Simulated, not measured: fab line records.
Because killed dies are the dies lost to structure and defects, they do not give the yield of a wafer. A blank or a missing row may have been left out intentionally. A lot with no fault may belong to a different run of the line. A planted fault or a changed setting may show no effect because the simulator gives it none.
fab line records	flow n5Finfet
[record] lots = 7	wafers = 21
route steps=1938 shown BEOL_M8@1369 BEOL_M9@1440
startH: hours from the record's first day to the start of the lot's first wafer shown	waitH: how many hours have passed since the lot's step before this one	" identical to the entry in the row above	L1.1+2: a single row standing in for several wafers	- value missing, or start not given	* or withheld: withheld	< > ~ a bound
route shown NAME@n: names a module that has steps shown in the file, with the first one's number in the route	usual: average and standard deviation across the fault-free wafers	same: alike in all rows	chamber/n: place in a boat	sites: per-site readings	_std_site: standard deviation of those values	_edge_site: outer sites' mean less inner sites'	radiusMm: how far each site lies from the wafer's centre	mask NAME#n: copy n	behind: the most recent tool/chamber to have shaped the wafer	hold: cause of the lot's hold/its duration in hours/its outcome	device: which transistor (n, p or np) failed to switch	end of line: the tests these same wafers got at the end of their route	where a step has no rows: the recipe by itself	killed: at the first sort, the dies lost to defects and structure; wafer yield is something else	map: a wafer's dies, x killed, . not, _ none there
set.NAME: the setting that was run; set.NAME@STEP: the one run at that earlier step	model.NAME: the simulator's own value behind a step, which no gauge read
lots with deliberately changed settings; one table per step, one row per wafer
[[steps]]
[step N5_BEOL_M8_ETCH_72]
[recipe] chemistry = N2/H2	target = underlayer	targetDepthA = 65	maskMaterial = CAR-EUV	timeS = 5.2	ionEnergyEv = 200	pressureMtorr = 30	sourceW = 840	biasW = 150	n2FlowSccm = 200	h2FlowSccm = 200	ends = cleared
lot.wafer	tool	chamber	startH	waitH	set.h2FlowSccm
L074.2+3+6	rieDiel-06	1,3,3	199.01	0.0	200
L075.1+4+6	rieDiel-01	2,3,3	207.22	0.0	200
L086.3	rieDiel-06	0	275.38	0.0	200
L086.5+6	"	0,3	"	"	209.6
L088.2+3	rieDiel-03	2,1	284.50	0.0	211.3
L088.6	"	1	"	"	200
L089.1+4	rieDiel-03	2,1	291.75	0.0	194.4
L089.6	"	3	"	"	200
L096.1+2+6	rieDiel-06	0,1,0	331.15	0.0	215
L095.1+3	rieDiel-03	0,3	333.73	0.0	211.5
L095.4	"	1	"	"	200
[step N5_BEOL_M8_ETCH_65]
[recipe] chemistry = CF4	target = SiARC	targetDepthA = 156	maskMaterial = CAR-EUV	timeS = 26	ionEnergyEv = 80	pressureMtorr = 40	sourceW = 545	biasW = 36	Ar_flow_sccm = 100	cf4FlowSccm = 100	ends = cleared
[step N5_BEOL_M8_ETCH_66]
[recipe] chemistry = N2/H2	target = SOC	targetDepthA = 800	overetchA = 160	maskMaterial = SiARC	tempC = 40	timeS = 120	ionEnergyEv = 200	pressureMtorr = 30	sourceW = 840	biasW = 150	n2FlowSccm = 200	h2FlowSccm = 200
lot.wafer	tool	chamber	startH	waitH	set.spinRpm@BEOL_M8_COAT_63	model.etch.depthNm
L074.2	rieDiel-06	1	199.06	0.0	1635	57.54
L074.3	"	3	"	"	1500	60.33
L074.6	"	3	"	"	1500	60.16
L075.1	rieDiel-01	2	207.26	0.0	1500	59.63
L075.4	"	3	"	"	1500	59.93
L075.6	"	3	"	"	1500	59.75
L086.3	rieDiel-06	0	275.42	0.0	1500	59.77
L086.5	"	0	"	"	1500	59.75
L086.6	"	3	"	"	1669	56.82
L088.2	rieDiel-03	2	284.55	0.0	1336	63.48
L088.3	"	1	"	"	1500	60.07
L088.6	"	1	"	"	1336	63.59
L089.1	rieDiel-03	2	291.80	0.0	1437	61.29
L089.4	"	1	"	"	1437	61.19
L089.6	"	3	"	"	1437	61.35
L096.1	rieDiel-06	0	331.19	0.0	1500	60.15
L096.2	"	1	"	"	1404	62.04
L096.6	"	0	"	"	1500	60.02
L095.1	rieDiel-03	0	333.78	0.0	1500	59.86
L095.3	"	3	"	"	1500	59.89
L095.4	"	1	"	"	1500	60.01
[step N5_BEOL_M8_STRIP_69]
[recipe] chemistry = N2/H2	tempC = 40	n2FlowSccm = 200	h2FlowSccm = 200	rfFrequencyHz = 6e+07
[step N5_BEOL_M8_STRIP_73]
[recipe] chemistry = N2/H2	tempC = 40	n2FlowSccm = 200	h2FlowSccm = 200	rfFrequencyHz = 6e+07
[step N5_BEOL_M8_VIA_ETCH_34]
[recipe] chemistry = C4F6/O2	target = SiCOH_lowk	targetDepthA = 1255	maskMaterial = SOC	taperDeg = 4	timeS = 50.5	ionEnergyEv = 250	pressureMtorr = 30	sourceW = 345	biasW = 185	Ar_flow_sccm = 300	C4F6_flow_sccm = 10	O2_flow_sccm = 10
lot.wafer	tool	chamber	startH	waitH	set.spinRpm@BEOL_M8_COAT_63	model.SOC_of_BEOL_M8_COAT_63.thkNm
L074.2	rieDiel-06	1	199.16	0.0	1635	51.2
L074.3	"	3	"	"	1500	54.2
L074.6	"	3	"	"	1500	54
L075.1+6	rieDiel-01	2,3	207.36	0.0	1500	53.6
L075.4	"	3	"	"	1500	53.8
L086.3+5	rieDiel-06	0	275.52	0.0	1500	54
L086.6	"	3	"	"	1669	50.8
L088.2	rieDiel-03	2	284.65	0.0	1336	57.6
L088.3	"	1	"	"	1500	54.2
L088.6	"	1	"	"	1336	57.8
L089.1	rieDiel-03	2	291.90	0.0	1437	55.4
L089.4+6	"	1,3	"	"	1437	55.2
L096.1	rieDiel-06	0	331.29	0.0	1500	54.4
L096.2	"	1	"	"	1404	55.8
L096.6	"	0	"	"	1500	54.2
L095.1+4	rieDiel-03	0,1	333.88	0.0	1500	54
L095.3	"	3	"	"	1500	53.6
[step N5_BEOL_M8_TRENCH_ETCH_37]
[recipe] chemistry = C4F6/O2	targetDepthA = 934.78	target = SiCOH_lowk	timeS = 31.2	ionEnergyEv = 250	pressureMtorr = 30	sourceW = 345	biasW = 185	Ar_flow_sccm = 300	C4F6_flow_sccm = 10	O2_flow_sccm = 10
lot.wafer	tool	chamber	startH	waitH	set.timeS	model.BEOL_M8.featureDepthNm	model.etch.depthNm
L074.2	rieDiel-06	1	-	-	31.2	95.2	95.25
L074.3	"	3	"	"	36.61	111.8	111.7
L074.6	"	3	"	"	36.61	112.6	112.6
L075.1	rieDiel-01	2	-	-	31.2	92.8	92.75
L075.4	"	3	"	"	31.2	93.2	93.21
L075.6	"	3	"	"	31.2	93.6	93.51
L086.3	rieDiel-06	0	-	-	31.2	91	90.96
L086.5	"	0	"	"	26.72	78.2	78.18
L086.6	"	3	"	"	31.2	93.8	93.72
L088.2	rieDiel-03	2	-	-	31.2	93	93.1
L088.3+6	"	1	"	"	33.83	101.2	101.2
L089.1	rieDiel-03	2	-	-	36.63	106.4	106.3
L089.4	"	1	"	"	31.2	91.8	91.78
L089.6	"	3	"	"	31.2	95.6	95.59
L096.1	rieDiel-06	0	-	-	35.5	103.4	103.4
L096.2	"	1	"	"	35.5	107	107.1
L096.6	"	0	"	"	31.2	91	90.97
L095.1	rieDiel-03	0	-	-	31.2	93.4	93.44
L095.3	"	3	"	"	31.2	97.4	97.37
L095.4	"	1	"	"	26.11	77.4	77.4
[step N5_BEOL_M8_ETCH_41]
[recipe] chemistry = CH3F/O2	target = SiCN	targetDepthA = 319	taperDeg = 2	timeS = 57.8	ionEnergyEv = 120	maskMaterial = TiN	pressureMtorr = 30	sourceW = 395	biasW = 75	Ar_flow_sccm = 150	CH3F_flow_sccm = 30	O2_flow_sccm = 20
[step N5_BEOL_M8_STRIP_80]
[recipe] chemistry = N2/H2	timeS = 10	powerW = 450	tempC = 40	pressureMtorr = 20	rfFrequencyHz = 6e+07	biasPowerW = 7	n2FlowSccm = 200	h2FlowSccm = 200
[step N5_BEOL_M8_OCD_MEAS_38]
[usual] trenchDepthNm = 93.8/2
lot.wafer	tool	chamber	startH	waitH	set.timeS@BEOL_M8_TRENCH_ETCH_37	trenchDepthNm
L074.2	ocd-02	-	199.41	-	31.2	95.2
L074.3	"	-	"	"	36.61	111.8
L074.6	"	-	"	"	36.61	112.2
L075.1	ocd-01	-	207.61	-	31.2	92.4
L075.4	"	-	"	"	31.2	93.5
L075.6	"	-	"	"	31.2	93.5
L086.3	ocd-01	-	275.77	-	31.2	90.5
L086.5	"	-	"	"	26.72	78.1
L086.6	"	-	"	"	31.2	93.5
L088.2	ocd-01	-	284.90	-	31.2	92.5
L088.3	"	-	"	"	33.83	101.2
L088.6	"	-	"	"	33.83	101.5
L089.1	ocd-01	-	292.15	-	36.63	106.4
L089.4	"	-	"	"	31.2	91.8
L089.6	"	-	"	"	31.2	96.0
L096.1	ocd-02	-	331.54	-	35.5	103.7
L096.2	"	-	"	"	35.5	107.1
L096.6	"	-	"	"	31.2	90.7
L095.1	ocd-02	-	334.13	-	31.2	93.2
L095.3	"	-	"	"	31.2	97.4
L095.4	"	-	"	"	26.11	77.0
[step N5_BEOL_M8_HM_STRIP_39]
[recipe] chemistry = peroxideTinStrip	material = TiN	targetDepthA = 250	tempC = 50	timeS = 158
[step N5_BEOL_M8_SRD_40]
[recipe] timeS = 30	tempC = 23	rinseLiquid = diw	dry = ipaMarangoni
[step N5_BEOL_M8_ECD_50]
[recipe] material = Cu	targetThkA = 3000
[step N5_BEOL_M8_ANNEAL_51]
[recipe] tempC = 225	timeS = 90	ambient = N2
[step N5_BEOL_M8_CMP_52]
[recipe] stopOn = SiCOH_lowk	tOverpolishS = 6.9	downForcePsi = 1	platenRpm = 50	clearingPlatenDownForcePsi = 1.5	clearingPlatenRpm = 50	postCmpClean = cuAlkaline	targetThkNm = 80	clearingPlatenPadVelocityMS = 0.99484	padVelocityMS = 0.99484
lot.wafer	tool	chamber	startH	waitH	set.timeS@BEOL_M8_TRENCH_ETCH_37	model.Cu_of_BEOL_M8_ECD_50.thkNm
L074.2	cmp-04	0	201.56	0.3	31.2	80.6
L074.3	"	1	"	"	36.61	96
L074.6	"	2	"	"	36.61	96.6
L075.4	cmp-04	1	209.50	0.1	31.2	80.2
L075.1	"	3	"	"	31.2	79.8
L075.6	"	2	"	"	31.2	80.8
L086.3	cmp-04	3	279.06	0.2	31.2	77.4
L086.6	"	3	"	"	31.2	79
L086.5	"	0	"	"	26.72	64.2
L088.2	cmp-04	2	288.63	0.2	31.2	78.6
L088.3	"	3	"	"	33.83	89
L088.6	"	1	"	"	33.83	87
L089.1	cmp-04	2	294.16	0.3	36.63	91.6
L089.4	"	3	"	"	31.2	76
L089.6	"	1	"	"	31.2	81
L096.2	cmp-02	2	334.59	0.3	35.5	92.2
L096.1	"	3	"	"	35.5	88.6
L096.6	"	0	"	"	31.2	76.6
L095.1	cmp-04	1	337.09	0.3	31.2	78.4
L095.3	"	2	"	"	31.2	82.8
L095.4	"	3	"	"	26.11	63.4
[step N5_BEOL_M8_THK_MEAS_53]
[recipe] thkMeasGauge = xrf	reads = Cu_of_BEOL_M8_ECD_50
[usual] M8_THK = 80.6/2.3
lot.wafer	tool	chamber	startH	waitH	set.timeS@BEOL_M8_TRENCH_ETCH_37	M8_THK[nm]
L074.2	filmMetro-02	-	201.78	-	31.2	80.3
L074.3	"	-	"	"	36.61	96.0
L074.6	"	-	"	"	36.61	96.5
L075.1	filmMetro-02	-	209.79	-	31.2	79.4
L075.4	"	-	"	"	31.2	80.0
L075.6	"	-	"	"	31.2	80.8
L086.3	filmMetro-02	-	279.36	-	31.2	77.9
L086.5	"	-	"	"	26.72	65.1
L086.6	"	-	"	"	31.2	80.0
L088.2	filmMetro-01	-	288.88	-	31.2	79.2
L088.3	"	-	"	"	33.83	89.4
L088.6	"	-	"	"	33.83	87.8
L089.1	filmMetro-02	-	294.41	-	36.63	92.0
L089.4	"	-	"	"	31.2	76.4
L089.6	"	-	"	"	31.2	82.1
L096.1	filmMetro-01	-	334.81	-	35.5	89.7
L096.2	"	-	"	"	35.5	93.1
L096.6	"	-	"	"	31.2	77.7
L095.1	filmMetro-01	-	337.39	-	31.2	79.1
L095.3	"	-	"	"	31.2	83.5
L095.4	"	-	"	"	26.11	63.9
[step N5_BEOL_M8_PRE_CLEAN_55]
[recipe] gas = NH3	timeS = 15	tempC = withheld	rfPowerW = 300
[step N5_BEOL_M8_DEP_56]
[recipe] material = SiCN	targetThkA = 100	tempC = withheld	precursor = 3MS/NH3	pressureTorr = 3	rfW = 202	timeS = 17.5
[step N5_BEOL_M8_RS_MEAS_57]
[recipe] thkMeasGauge = four-point-probe	reads = Cu_of_BEOL_M8_ECD_50+Co_of_BEOL_M8_CVD_78+TaN_of_BEOL_M8_ALD_77
[usual] M8_RS = 0.286/0.0096
lot.wafer	tool	chamber	startH	waitH	set.timeS@BEOL_M8_TRENCH_ETCH_37	M8_RS[ohm/sq]
L074.2	filmMetro-01	-	201.92	0.1	31.2	0.283
L074.3	"	-	"	"	36.61	0.231
L074.6	"	-	"	"	36.61	0.229
L075.1	filmMetro-01	-	209.92	0.1	31.2	0.286
L075.4	"	-	"	"	31.2	0.285
L075.6	"	-	"	"	31.2	0.283
L086.3	filmMetro-01	-	279.49	0.1	31.2	0.297
L086.5	"	-	"	"	26.72	0.371
L086.6	"	-	"	"	31.2	0.290
L088.2	filmMetro-02	-	289.03	0.1	31.2	0.292
L088.3	"	-	"	"	33.83	0.253
L088.6	"	-	"	"	33.83	0.260
L089.1	filmMetro-02	-	294.54	0.1	36.63	0.244
L089.4	"	-	"	"	31.2	0.304
L089.6	"	-	"	"	31.2	0.282
L096.1	filmMetro-01	-	334.94	0.1	35.5	0.254
L096.2	"	-	"	"	35.5	0.242
L096.6	"	-	"	"	31.2	0.301
L095.1	filmMetro-02	-	337.52	0.1	31.2	0.293
L095.3	"	-	"	"	31.2	0.274
L095.4	"	-	"	"	26.11	0.377
[step N5_BEOL_M9_ETCH_66]
[recipe] chemistry = N2/H2	target = SOC	targetDepthA = 800	overetchA = 160	maskMaterial = SiARC	tempC = 40	timeS = 120	ionEnergyEv = 200	pressureMtorr = 30	sourceW = 840	biasW = 150	n2FlowSccm = 200	h2FlowSccm = 200
[usual] rfVppV = 524.4/2.5
lot.wafer	tool	chamber	startH	waitH	set.biasW	rfVppV	model.SiARC_of_BEOL_M9_COAT_64.thkNm
L074.2	rieDiel-05	0	205.30	0.0	136	495.1	7.2
L074.3	"	3	"	"	150	521.4	6.4
L074.6	"	2	"	"	136	491.0	7.2
L075.1	rieDiel-02	3	213.88	0.0	150	524.9	6.6
L075.4	"	0	"	"	150	528.7	6
L075.6	"	3	"	"	150	524.2	6.6
L086.3	rieDiel-05	2	283.67	0.0	150	521.6	6.6
L086.5	"	1	"	"	150	522.3	6.6
L086.6	"	2	"	"	150	522.2	6.8
L088.2	rieDiel-02	2	292.30	0.0	150	523.4	6.8
L088.3	"	3	"	"	141.6	504.3	7
L088.6	"	2	"	"	141.6	505.8	7.2
L089.1	rieDiel-02	3	297.97	0.0	150	524.7	6.6
L089.4	"	2	"	"	150	523.5	6.8
L089.6	"	1	"	"	150	521.4	6.6
L096.1	rieDiel-05	3	341.09	0.0	150	521.4	6.6
L096.2	"	1	"	"	150	520.8	6.6
L096.6	"	2	"	"	176.8	579.0	5.4
L095.1	rieDiel-02	3	343.72	0.0	176.4	578.8	5.6
L095.3	"	0	"	"	176.4	584.0	5
L095.4	"	1	"	"	150	522.1	6.6
[step N5_BEOL_M9_TRENCH_ETCH_37]
[recipe] chemistry = C4F6/O2	targetDepthA = 1514.3	target = SiCOH_lowk	timeS = 49	ionEnergyEv = 250	pressureMtorr = 30	sourceW = 345	biasW = 185	Ar_flow_sccm = 300	C4F6_flow_sccm = 10	O2_flow_sccm = 10
[usual] rfVppV = 660/8.6
lot.wafer	tool	chamber	startH	waitH	set.biasW	rfVppV
L074.2	rieDiel-05	0	-	-	185	661
L074.3	"	3	"	"	185	668
L074.6	"	2	"	"	194.5	675
L075.1	rieDiel-02	3	-	-	185	660
L075.4	"	0	"	"	185	663
L075.6	"	3	"	"	185	660
L086.3	rieDiel-05	2	-	-	164.4	591
L086.5	"	1	"	"	185	645
L086.6	"	2	"	"	164.4	590
L088.2	rieDiel-02	2	-	-	185	652
L088.3	"	3	"	"	185	661
L088.6	"	2	"	"	155.8	571
L089.1	rieDiel-02	3	-	-	162.7	595
L089.4	"	2	"	"	185	655
L089.6	"	1	"	"	185	668
L096.1	rieDiel-05	3	-	-	185	667
L096.2	"	1	"	"	185	644
L096.6	"	2	"	"	185	647
L095.1	rieDiel-02	3	-	-	185	661
L095.3	"	0	"	"	185	664
L095.4	"	1	"	"	185	668
[[key]]
[split] step = N5_BEOL_M8_ETCH_72	setting = h2FlowSccm	stated = 200	by = wafer
response none clear
[split] step = N5_BEOL_M8_TRENCH_ETCH_37	setting = timeS	stated = 31.2	by = wafer
[response] step = N5_BEOL_M8_TRENCH_ETCH_37	reading = model.BEOL_M8.featureDepthNm	change = +0.956	per = 1%	r = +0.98
[response] step = N5_BEOL_M8_TRENCH_ETCH_37	reading = model.etch.depthNm	change = +0.955	per = 1%	r = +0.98
[response] step = N5_BEOL_M8_OCD_MEAS_38	reading = trenchDepthNm	change = +0.961	per = 1%	r = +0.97
[response] step = N5_BEOL_M8_CMP_52	reading = model.Cu_of_BEOL_M8_ECD_50.thkNm	change = +0.936	per = 1%	r = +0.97
[response] step = N5_BEOL_M8_THK_MEAS_53	reading = M8_THK	change = +0.935	per = 1%	r = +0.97
[response] step = N5_BEOL_M8_RS_MEAS_57	reading = M8_RS	change = -0.00407	per = 1%	r = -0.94
[split] step = N5_BEOL_M9_ETCH_66	setting = biasW	stated = 150	by = wafer
[response] step = N5_BEOL_M9_ETCH_66	reading = rfVppV	change = +3.27	per = 1%	r = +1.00
[response] step = N5_BEOL_M9_ETCH_66	reading = model.SiARC_of_BEOL_M9_COAT_64.thkNm	change = -0.0715	per = 1%	r = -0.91
[split] step = N5_BEOL_M9_TRENCH_ETCH_37	setting = biasW	stated = 185	by = wafer
[response] step = N5_BEOL_M9_TRENCH_ETCH_37	reading = rfVppV	change = +5.16	per = 1%	r = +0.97
split outsideThisFile step=N5_BEOL_M8_COAT_63 setting=spinRpm
// split outsideThisFile: this setting was split too, and the file shows its column; the key of that split is in another file
